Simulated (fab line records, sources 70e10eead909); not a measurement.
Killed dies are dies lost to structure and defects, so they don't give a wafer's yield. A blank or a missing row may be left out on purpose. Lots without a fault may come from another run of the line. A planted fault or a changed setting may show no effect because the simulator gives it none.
fab line records | flow nand_harc
record lots=14 wafers=42 last_day=33
route steps=1302 shown P_ZERO_WELL@19 P_STI@96 P_GATE@132 END@1302
lots that met no fault: from a run of the same line without faults
start_h: hours from the record's first day to the start of the lot's first wafer shown | wait_h: hours since the lot's step before | " the same as in the row above | L1.1+2: a row that stands for several wafers | - no value, or no start given | * or withheld: withheld | < > ~ a bound
route shown NAME@n: a module of which the file shows steps, and the number in the route of the first | usual: mean/standard deviation of fault-free wafers | same: alike in all rows | chamber/n: place in a boat | sites: the reading at each site | _std_site: their standard deviation | _edge_site: outer sites' mean less inner sites' | radius_mm: how far each site lies from the wafer's centre | mask NAME#n: copy n | behind: the tool/chamber that last shaped the wafer | hold: why the lot was held/for how many hours/how that ended | device: the transistor (n, p or np) that didn't switch | end of line: the same wafers' tests at the end of the route | a step without rows: its recipe alone | killed: dies lost to structure and defects at the first sort, not the wafer's yield | map: a wafer's dies, x killed, . not, _ none there
set.NAME: the setting as run; set.NAME@STEP: as run at that earlier step | model.NAME: the simulator's own value behind a step, which no gauge read
steps of the route over a sample of lots; a table a step, a row a wafer
services: from which hour (start_h, from the record's first day; less than 0 if before it) a tool's chamber was out of use, for how many hours, and why
## steps
# step NHARC_P_ZERO_WELL_ETCH_63
# recipe target_depth_a=1200 time_s=40.1 hbr_flow_sccm=150 cl2_flow_sccm=50 rf_w=400 icp_w=400 bias_w=100 chemistry=HBr/Cl2
# usual drypump_motor_current_A=5.9/0.58 oes_product_au=1.001/0.0069 throttle_valve_pct=26.405/0.01
# columns lot.wafer tool chamber start_h wait_h drypump_motor_current_A oes_product_au rf_hours_counter_h throttle_valve_pct
L404.1 rie_si-04 0 21.55 - 6.6 1.009 0.1 26.391
L404.5 " 2 " " 5.2 1.012 - 26.396
L404.6 " 3 " " 6.2 1.005 - 26.393
L407.1 rie_si-05 3 51.55 - 5.2 0.996 0.6 26.412
L407.6 " 1 " " 6.2 0.989 - 26.412
L407.5 " 2 " " 6.1 0.988 - 26.394
L410.2 rie_si-04 1 81.65 - 6.5 0.999 0.4 26.418
L410.1 " 0 " " 6.6 1.009 0.5 26.392
L410.6 " 2 " " 5.1 1.005 - 26.394
L412.3 rie_si-03 2 101.67 - 5.8 0.985 0.2 26.409
L412.2 " 3 " " 5.4 0.997 0.2 26.388
L412.1 " 0 " " 4.9 0.996 0.2 26.400
L414.2 rie_si-04 0 121.60 - 6.6 1.004 0.8 26.410
L414.3 " 1 " " 6.4 1.006 0.6 26.422
L414.6 " 2 " " 5.1 1.005 - 26.402
L415.1 rie_si-03 1 131.57 - 5.3 0.990 0.4 26.412
L415.6 " 1 " " 5.3 1.005 - 26.408
L415.4 " 3 " " 5.4 1.000 - 26.415
L416.4 rie_si-03 1 141.68 - 5.3 1.008 0.5 26.390
L416.1 " 3 " " 5.3 1.006 0.4 26.405
L416.5 " 2 " " 5.8 1.001 - 26.392
L419.4 rie_si-05 1 171.70 - 6.3 1.001 0.2 26.413
L419.3 " 2 " " 6.1 0.999 0.2 26.409
L419.5 " 3 " " 5.2 0.994 - 26.414
L420.1 rie_si-04 1 181.68 - 6.5 0.996 0.0 26.419
L420.5 " 1 " " 6.4 0.994 - 26.411
L420.6 " 2 " " 5.1 0.991 - 26.406
L421.4 rie_si-03 3 191.91 - 5.4 0.996 0.8 26.406
L421.3 " 0 " " 5.0 0.998 0.7 26.400
L421.1 " 1 " " 5.3 0.992 0.9 26.421
L422.2 rie_si-04 3 201.65 - 6.1 1.000 0.1 26.400
L422.1 " 1 " " 6.5 0.998 0.1 26.403
L422.4 " 2 " " 5.1 0.992 0.1 26.409
L423.2 rie_si-05 1 212.27 - 6.3 0.999 0.4 26.422
L423.3 " 2 " " 6.1 1.003 0.4 26.410
L423.4 " 3 " " 5.2 0.992 0.4 26.412
L426.4 rie_si-04 3 241.70 - 6.2 1.011 0.4 26.413
L426.5 " 1 " " 6.5 1.007 - 26.411
L426.6 " 2 " " 5.1 1.004 - 26.409
L427.1 rie_si-03 3 251.55 - 5.3 0.987 0.1 26.403
L427.4 " 0 " " 4.9 1.004 0.2 26.414
L427.6 " 2 " " 5.8 0.997 - 26.412
# step NHARC_P_ZERO_WELL_CD_MEAS_52
# recipe target_cd_nm=2000 landing_energy_ev=500
# usual cd_nm=2000.0/1.4
# columns lot.wafer tool chamber start_h wait_h cd_nm
L404.1 cd_sem-02 0 25.51 - 1999.6
L404.5 " 0 " " 1999.2
L404.6 " 0 " " 2000.4
L407.1 cd_sem-01 0 55.62 - 1999.3
L407.5 " 0 " " 1999.1
L407.6 " 0 " " 2000.0
L410.1 cd_sem-03 0 85.60 - 1999.0
L410.2 " 0 " " 1999.6
L410.6 " 0 " " 1998.5
L412.1 cd_sem-01 0 105.86 - 1999.7
L412.2 " 0 " " 1999.1
L412.3 " 0 " " 1999.5
L414.2 cd_sem-02 0 125.82 - 1999.2
L414.3 " 0 " " 1999.2
L414.6 " 0 " " 1999.8
L415.1 cd_sem-02 0 135.92 - 2000.7
L415.4 " 0 " " 2000.6
L415.6 " 0 " " 2000.9
L416.1 cd_sem-01 0 145.85 - 2003.0
L416.4 " 0 " " 2003.6
L416.5 " 0 " " 2002.8
L419.3 cd_sem-03 0 175.77 - 2000.3
L419.4 " 0 " " 1999.7
L419.5 " 0 " " 1998.5
L420.1 cd_sem-03 0 186.28 - 1999.7
L420.5 " 0 " " 1998.3
L420.6 " 0 " " 1998.5
L421.1 cd_sem-01 0 195.87 - 2001.9
L421.3 " 0 " " 2001.2
L421.4 " 0 " " 2001.0
L422.1 cd_sem-01 0 205.86 - 2000.6
L422.2 " 0 " " 1999.0
L422.4 " 0 " " 2002.1
L423.2 cd_sem-03 0 216.89 - 1999.3
L423.3 " 0 " " 2001.0
L423.4 " 0 " " 1999.7
L426.4 cd_sem-03 0 245.89 - 1997.8
L426.5 " 0 " " 1999.1
L426.6 " 0 " " 1999.4
L427.1 cd_sem-03 0 255.59 - 1997.3
L427.4 " 0 " " 2000.0
L427.6 " 0 " " 2000.2
# step NHARC_P_STI_OCD_MEAS_43
# usual trench_depth_nm=301.2/2.8 trench_foot_cd_nm=157.6/1.7
# columns lot.wafer tool chamber start_h wait_h trench_depth_nm trench_foot_cd_nm
L404.1 ocd-01 - 50.92 - 300.1 157.0
L404.5 " - " " 301.0 156.3
L404.6 " - " " 299.5 156.9
L407.1 ocd-01 - 75.92 - 304.5 158.7
L407.5 " - " " 303.8 156.0
L407.6 " - " " 304.0 156.2
L410.1 ocd-01 - 103.86 - 303.8 156.5
L410.2 " - " " 302.4 156.1
L410.6 " - " " 304.6 157.8
L412.1 ocd-02 - 125.70 - 302.0 157.5
L412.2 " - " " 307.2 158.6
L412.3 " - " " 302.9 157.5
L414.2 ocd-01 - 144.14 - 305.5 158.3
L414.3 " - " " 302.9 161.7
L414.6 " - " " 304.0 157.8
L415.1 ocd-01 - 155.15 - 300.2 156.8
L415.4 " - " " 301.7 155.7
L415.6 " - " " 302.0 157.9
L416.1 ocd-02 - 164.46 - 301.0 157.3
L416.4 " - " " 299.0 156.6
L416.5 " - " " 298.6 158.1
L419.3 ocd-01 - 194.54 - 305.2 158.1
L419.4 " - " " 301.1 158.6
L419.5 " - " " 304.2 161.3
L420.1 ocd-02 - 204.10 - 297.0 159.1
L420.5 " - " " 295.3 157.4
L420.6 " - " " 296.9 159.1
L421.1 ocd-01 - 214.00 - 298.1 158.7
L421.3 " - " " 300.9 158.1
L421.4 " - " " 301.7 157.7
L422.1 ocd-02 - 223.44 - 302.7 157.7
L422.2 " - " " 304.4 157.9
L422.4 " - " " 297.7 158.8
L423.2 ocd-01 - 234.35 - 300.7 157.1
L423.3 " - " " 304.0 156.1
L423.4 " - " " 303.7 155.9
L426.4 ocd-02 - 264.32 - 296.5 156.5
L426.5 " - " " 301.3 158.3
L426.6 " - " " 299.5 155.6
L427.1 ocd-02 - 274.80 - 298.4 160.2
L427.4 " - " " 301.9 156.3
L427.6 " - " " 299.4 158.9
# step NHARC_P_GATE_DEP_103
# recipe target_thk_a=300 target_thk_nm=30 temp_c=400 flow_sccm=200 rf_w=350 material=SiON
# usual heater_power_w=771/62
# columns lot.wafer tool chamber start_h wait_h heater_power_w
L404.1 pecvd-03 2 103.68 0.6 836
L404.6 " 1 " " 696
L404.5 " 2 " " 831
L407.1 pecvd-03 0 126.99 0.6 839
L407.5 " 1 " " 719
L407.6 " 2 " " 833
L410.1 pecvd-04 1 155.13 0.6 835
L410.2 " 2 " " 781
L410.6 " 1 " " 872
L412.3 pecvd-04 1 172.71 0.3 847
L412.1 " 2 " " 857
L412.2 " 0 " " 842
L414.2 pecvd-02 1 196.70 0.4 831
L414.3 " 2 " " 736
L414.6 " 2 " " 741
L415.1 pecvd-04 1 212.27 0.6 825
L415.4 " 2 " " 807
L415.6 " 1 " " 825
L416.1 pecvd-02 0 214.91 0.6 680
L416.4 " 1 " " 778
L416.5 " 0 " " 680
L419.3 pecvd-03 2 238.59 0.3 807
L419.4 " 0 " " 802
L419.5 " 1 " " 668
L419.3 pecvd-03 2 239.26 0.6 804
L419.4 " 0 " " 787
L419.5 " 1 " " 695
L420.1 pecvd-03 0 255.85 0.6 807
L420.6 " 0 " " 781
L420.5 " 2 " " 730
L420.1 pecvd-03 0 256.29 0.4 800
L420.6 " 0 " " 789
L420.5 " 2 " " 719
L421.1 pecvd-04 1 262.47 0.6 805
L421.3 " 2 " " 903
L421.4 " 2 " " 949
L422.2 pecvd-02 2 274.07 0.5 806
L422.1 " 0 " " 646
L422.4 " 2 " " 816
L423.2 pecvd-04 0 283.53 0.5 798
L423.3 " 2 " " 827
L423.4 " 1 " " 802
L426.5 pecvd-03 0 315.58 0.2 845
L426.6 " 1 " " 693
L426.4 " 2 " " 845
L427.1 pecvd-02 2 326.91 0.7 831
L427.6 " 1 " " 810
L427.4 " 2 " " 814
# step NHARC_END_SORT_01
# recipe temp_c=25
# usual defect_limited_yield=91.4/2.4 killed_at_array=54/16 killed_at_other=0.6/0.86 killed_at_periphery=3.8/2.6 killed_dies=58/16 killed_open=3.3/1.8 killed_short=2.7/1.7 sort_bin_2_pct=3.1/1.1 sort_bin_3_pct=0.7/0.39 sort_bin_4_pct=4.8/1.3 sort_n_pass=619/16 sort_rim_yield_pct=89/6 sort_yield_pct=91.4/2.4
# same gross_dies=677 sort_bin_5_pct[%]=0 sort_bin_6_pct[%]=0 sort_bin_7_pct[%]=0 sort_bin_8_pct[%]=0 sort_rim_n_gross=106.00
# columns lot.wafer tool chamber start_h wait_h defect_limited_yield[%] killed_at_array killed_at_other killed_at_periphery killed_dies killed_open killed_short sort_bin_2_pct[%] sort_bin_3_pct[%] sort_bin_4_pct[%] sort_n_pass sort_rim_yield_pct[%] sort_yield_pct[%]
L410.1 prober-02 0 602.46 2.5 88.2 75 1 4 80 4 6 5.0 0.6 6.2 597 98 88.2
L410.2 prober-02 0 603.25 2.8 87.1 84 0 3 87 3 4 5.5 1.0 6.4 590 97 87.1
L410.6 prober-02 0 606.40 3.9 90.5 61 0 3 64 9 2 3.5 1.8 4.1 613 96 90.5
L407.1 prober-02 0 612.52 2.5 92.2 49 0 4 53 3 3 1.9 0.1 5.8 624 98 92.2
L407.5 prober-02 0 615.71 3.7 91.6 51 2 4 57 5 4 1.9 0.9 5.6 620 92 91.6
L407.6 prober-02 0 616.50 4.0 92.3 45 1 6 52 2 3 3.2 0.3 4.1 625 98 92.3
L415.1 prober-01 0 662.71 2.5 88.3 74 0 5 79 2 0 4.4 0.3 6.9 598 84 88.3
L415.4 prober-01 0 665.13 3.4 86.6 82 0 9 91 1 4 4.6 1.3 7.5 586 83 86.6
L415.6 prober-01 0 666.75 4.0 86.4 85 1 6 92 2 1 3.7 1.9 8.0 585 81 86.4
L422.1 prober-02 0 741.11 2.5 91.3 48 0 11 59 5 2 2.2 0.7 5.8 618 86 91.3
L422.2 prober-02 0 741.92 2.8 91.9 48 1 6 55 4 4 3.2 0.1 4.7 622 82 91.9
L422.4 prober-02 0 743.55 3.4 91.7 43 0 13 56 1 4 2.2 0.1 5.9 621 81 91.7
L423.2 prober-01 0 741.93 2.8 90.1 63 0 4 67 6 3 4.7 0.9 4.3 610 75 90.1
L423.3 prober-01 0 742.74 3.1 91.6 53 0 4 57 2 5 3.7 0.9 3.8 620 81 91.6
L423.4 prober-01 0 743.54 3.4 91.3 53 1 5 59 4 0 4.7 0.1 3.8 618 77 91.3
L426.4 prober-01 0 775.58 3.4 93.6 37 2 4 43 4 3 1.8 0.4 4.1 634 89 93.6
L426.5 prober-01 0 776.37 3.7 95.0 33 1 0 34 4 4 1.3 0.4 3.2 643 91 95.0
L426.6 prober-01 0 777.17 4.0 94.2 34 3 2 39 3 3 2.4 0.1 3.2 638 91 94.2
# killed by level:class
L410.1 A_CHANNEL_HOLE_D2:chamber_film_flake=31 A_CHANNEL_HOLE_D1:chamber_film_flake=30 A_CHANNEL_FILL_D1:geometric_particle:short=3 A_STAIRCASE:chamber_film_flake=3 P_STI:geometric_particle:open=1 P_M2:geometric_particle:short=1 A_CHANNEL_FILL_D1:geometric_particle:open=1 A_CHANNEL_HOLE_D2:geometric_particle:short=1
L410.2 A_CHANNEL_HOLE_D1:chamber_film_flake=37 A_CHANNEL_HOLE_D2:chamber_film_flake=33 A_STAIRCASE:chamber_film_flake=5 A_CHANNEL_FILL_D1:geometric_particle:short=2 P_CONTACT:geometric_particle:open=1 A_ONON_D1:geometric_particle:open=1 A_CHANNEL_FILL_D1:geometric_particle:open=1 A_SGD_CUT:geometric_particle:short=1
L410.6 A_CHANNEL_HOLE_D1:chamber_film_flake=27 A_CHANNEL_HOLE_D2:chamber_film_flake=21 A_ONON_D2:geometric_particle:open=3 P_M0:geometric_particle:open=2 A_STAIRCASE:chamber_film_flake=2 A_ONON_D1:geometric_particle:short=1 A_CHANNEL_FILL_D1:geometric_particle:open=1 A_CHANNEL_FILL_D1:geometric_particle:short=1
L407.1 A_CHANNEL_HOLE_D2:chamber_film_flake=32 A_STAIRCASE:chamber_film_flake=5 A_CONTACT:chamber_film_flake=3 A_DECK1_JOINT:geometric_particle:short=2 P_STI:chamber_film_flake=2 P_GATE:geometric_particle:short=1 P_M2:geometric_particle:open=1 A_CHANNEL_FILL_D1:geometric_particle:open=1
L407.5 A_CHANNEL_HOLE_D2:chamber_film_flake=33 A_CHANNEL_HOLE_D1:chamber_film_flake=5 A_SOURCE_PLATE:geometric_particle:short=2 A_M0:geometric_particle:open=2 P_STI:chamber_film_flake=2 A_STAIRCASE:chamber_film_flake=2 A_WL_FILL:chamber_film_flake=2 THIN_TSV:chamber_film_flake=2
L407.6 A_CHANNEL_HOLE_D2:chamber_film_flake=34 P_STI:chamber_film_flake=3 A_CONTACT:chamber_film_flake=3 A_WL_FILL:geometric_particle:short=2 A_M0:chamber_film_flake=2 P_CONTACT:geometric_particle:short=1 A_ONON_D1:geometric_particle:open=1 A_SGD_CUT:geometric_particle:open=1
L415.1 A_CHANNEL_HOLE_D1:chamber_film_flake=29 A_SLIT:chamber_film_flake=18 A_CHANNEL_HOLE_D2:chamber_film_flake=14 A_CONTACT:chamber_film_flake=6 P_GATE:chamber_film_flake=3 A_BLC:chamber_film_flake=3 A_STAIRCASE:chamber_film_flake=2 P_GATE:geometric_particle:open=1
L415.4 A_CHANNEL_HOLE_D1:chamber_film_flake=42 A_SLIT:chamber_film_flake=16 A_CHANNEL_HOLE_D2:chamber_film_flake=7 A_CONTACT:chamber_film_flake=5 P_GATE:chamber_film_flake=3 P_M2:chamber_film_flake=3 A_WL_FILL:chamber_film_flake=3 A_SOURCE_PLATE:geometric_particle:short=2
L415.6 A_CHANNEL_HOLE_D1:chamber_film_flake=33 A_SLIT:chamber_film_flake=19 A_CHANNEL_HOLE_D2:chamber_film_flake=15 A_BLC:chamber_film_flake=7 A_CONTACT:chamber_film_flake=4 P_GATE:chamber_film_flake=3 A_CHANNEL_FILL_D2:chamber_film_flake=2 A_STAIRCASE:chamber_film_flake=2
L422.1 A_CHANNEL_HOLE_D2:chamber_film_flake=15 A_CHANNEL_HOLE_D1:chamber_film_flake=8 P_CONTACT:chamber_film_flake=5 A_CONTACT:chamber_film_flake=5 A_SLIT:chamber_film_flake=5 A_SGD_CUT:chamber_film_flake=4 P_ZERO_WELL:chamber_film_flake=3 A_WL_FILL:chamber_film_flake=3
L422.2 A_CHANNEL_HOLE_D2:chamber_film_flake=12 A_CHANNEL_HOLE_D1:chamber_film_flake=11 A_SLIT:chamber_film_flake=5 A_CONTACT:chamber_film_flake=5 P_CONTACT:chamber_film_flake=3 A_WL_FILL:chamber_film_flake=3 A_ONON_D1:geometric_particle:open=2 A_CHANNEL_FILL_D1:chamber_film_flake=2
L423.2 A_SLIT:chamber_film_flake=20 A_CHANNEL_HOLE_D2:chamber_film_flake=19 A_CONTACT:chamber_film_flake=7 A_CHANNEL_HOLE_D1:chamber_film_flake=5 P_CONTACT:chamber_film_flake=4 A_ONON_D1:geometric_particle:open=2 A_WL_FILL:chamber_film_flake=2 A_CHANNEL_HOLE_D1:geometric_particle:short=1
L423.3 A_SLIT:chamber_film_flake=15 A_CHANNEL_HOLE_D2:chamber_film_flake=13 A_CONTACT:chamber_film_flake=9 P_CONTACT:chamber_film_flake=3 A_CHANNEL_HOLE_D1:chamber_film_flake=3 A_WL_FILL:chamber_film_flake=3 A_CONTACT:geometric_particle:short=2 A_CHANNEL_HOLE_D1:geometric_particle:open=1
L423.4 A_SLIT:chamber_film_flake=15 A_CHANNEL_HOLE_D2:chamber_film_flake=13 A_CHANNEL_HOLE_D1:chamber_film_flake=10 A_CONTACT:chamber_film_flake=6 P_CONTACT:chamber_film_flake=3 A_WL_FILL:chamber_film_flake=2 A_ONON_D1:geometric_particle:open=1 A_CHANNEL_FILL_D2:geometric_particle:open=1
L422.4 A_CHANNEL_HOLE_D2:chamber_film_flake=13 P_CONTACT:chamber_film_flake=9 A_CHANNEL_HOLE_D1:chamber_film_flake=8 A_SGD_CUT:chamber_film_flake=8 A_SLIT:chamber_film_flake=4 A_CONTACT:chamber_film_flake=3 P_GATE:chamber_film_flake=2 A_STAIRCASE:chamber_film_flake=2
L426.4 A_CHANNEL_HOLE_D1:chamber_film_flake=12 A_SLIT:chamber_film_flake=8 A_M1:chamber_film_flake=4 A_WL_FILL:geometric_particle:short=3 A_CONTACT:chamber_film_flake=3 A_STAIRCASE:chamber_film_flake=2 A_WL_FILL:chamber_film_flake=2 THIN_TSV:chamber_film_flake=2
L426.5 A_CHANNEL_HOLE_D1:chamber_film_flake=12 A_SLIT:chamber_film_flake=6 A_SGD_CUT:geometric_particle:open=3 A_STAIRCASE:chamber_film_flake=3 A_M1:chamber_film_flake=2 A_ONON_D1:geometric_particle:open=1 A_CHANNEL_HOLE_D2:geometric_particle:short=1 A_SGD_CUT:geometric_particle:short=1
L426.6 A_CHANNEL_HOLE_D1:chamber_film_flake=15 A_SLIT:chamber_film_flake=8 A_CONTACT:chamber_film_flake=4 A_CHANNEL_FILL_D2:geometric_particle:short=2 A_STAIRCASE:chamber_film_flake=2 THIN_TSV:chamber_film_flake=2 P_CONTACT:geometric_particle:open=1 A_CHANNEL_FILL_D1:geometric_particle:open=1
## services
# columns tool chamber start_h hours kind
pecvd-02 0 -2.43 5.3 repair
pecvd-03 - 4.07 13.0 pm
pecvd-02 - 20.72 1.4 repair
rie_si-05 2 29.85 4.8 repair
pecvd-03 - 31.69 1.6 repair
rie_si-05 0 43.12 1.5 repair
rie_si-03 - 44.00 9.0 pm
pecvd-03 - 48.54 5.3 repair
rie_si-03 0 67.63 2.8 repair
pecvd-02 - 69.64 13.0 pm
pecvd-04 1 86.76 13.3 repair
pecvd-04 - 88.00 13.0 pm
rie_si-05 - 128.00 9.0 pm
rie_si-03 2 130.03 6.4 repair
rie_si-04 - 165.00 9.0 pm
pecvd-02 - 182.51 0.5 repair
pecvd-03 2 183.53 5.7 repair
pecvd-03 - 185.40 13.0 pm
rie_si-04 2 187.53 7.7 repair
rie_si-05 3 212.77 3.9 repair
rie_si-03 - 221.00 9.0 pm
pecvd-02 - 250.69 13.0 pm
pecvd-04 - 269.00 13.0 pm
rie_si-04 3 318.04 5.5 repair
## key
first_sign step=NHARC_P_GATE_DEP_103 reading=visit direction=added
effect none on later readings
met_at NHARC_P_GATE_DEP_103
struck_lots L419,L420
rows_end L419.3,L419.4,L419.5,L420.1,L420.5,L420.6
not_acting_at NHARC_P_ZERO_WELL_ETCH_63,NHARC_P_ZERO_WELL_CD_MEAS_52,NHARC_P_STI_OCD_MEAS_43
fault kind=repeated_step_whole tool=pecvd-02,pecvd-03,pecvd-04 chamber=- onset_h=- steps=NHARC_P_GATE_DEP_103 times=1 scope=struck_lots_only
# rows_end: these wafers met a further fault down the route, and their rows from its step on are left out
